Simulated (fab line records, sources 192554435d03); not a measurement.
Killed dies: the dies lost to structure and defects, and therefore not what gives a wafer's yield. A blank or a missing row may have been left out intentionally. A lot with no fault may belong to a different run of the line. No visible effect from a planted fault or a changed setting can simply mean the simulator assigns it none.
Which tool was responsible? -- flow n5 finfet -- 33 wafers sampled from 11 lots at 1 step of a route of 1938

== WHAT THE GAUGES SHOWED, per wafer ==
N5_BEOL_M6_CD_MEAS_11: the cd target is 38.5 nm.
lot,measured,on,cd nm (nm)
L358,day 9 17:49,cd sem-02,39.2 38.8 39.3
L360,day 10 13:49,cd sem-01,38.8 39.4 39.5
L361,day 10 19:41,cd sem-03,39.2 38.5 38.5
L365,day 11 00:35,cd sem-03,39.5 39.6 39.4
L363,day 11 10:55,cd sem-03,39.2 39.0 39.4
L366,day 12 05:49,cd sem-01,38.3 37.8 38.4
L372,day 14 19:43,cd sem-02,38.8 39.3 39.3
L373,day 15 08:14,cd sem-02,38.6 38.8 38.6
L376,day 15 21:26,cd sem-03,39.6 38.4 38.7
L374,day 15 23:22,cd sem-01,38.3 39.2 39.1
L379,day 16 19:16,cd sem-02,39.2 38.7 39.1

== WHICH TOOL RAN EACH LOT (tool, then ch and the chambers of the sampled wafers, then the start) ==
Before these readings, the record contains no process step.

== THE ANSWER, worked out from the rows above alone ==
Rule: what is usual is taken from the lots themselves. The widest of any qualifying gaps counts: lots, ordered by their means at a reading, are off when they make up no more than a third of the lots, leave a main group of 4 or more, and stand apart from it by 3 or more times the standard deviation of that group's means. A main group whose means are all the same, to the digits that the tables above print for the reading, isn't used. A lot without any number at a reading at which 4 lots or more have one is off too. All remaining lots with rows at the step are treated as sound.
Nothing can be told from this: no lot is off at any reading shown.

== WHAT WAS PUT IN BY THE SIMULATOR ==
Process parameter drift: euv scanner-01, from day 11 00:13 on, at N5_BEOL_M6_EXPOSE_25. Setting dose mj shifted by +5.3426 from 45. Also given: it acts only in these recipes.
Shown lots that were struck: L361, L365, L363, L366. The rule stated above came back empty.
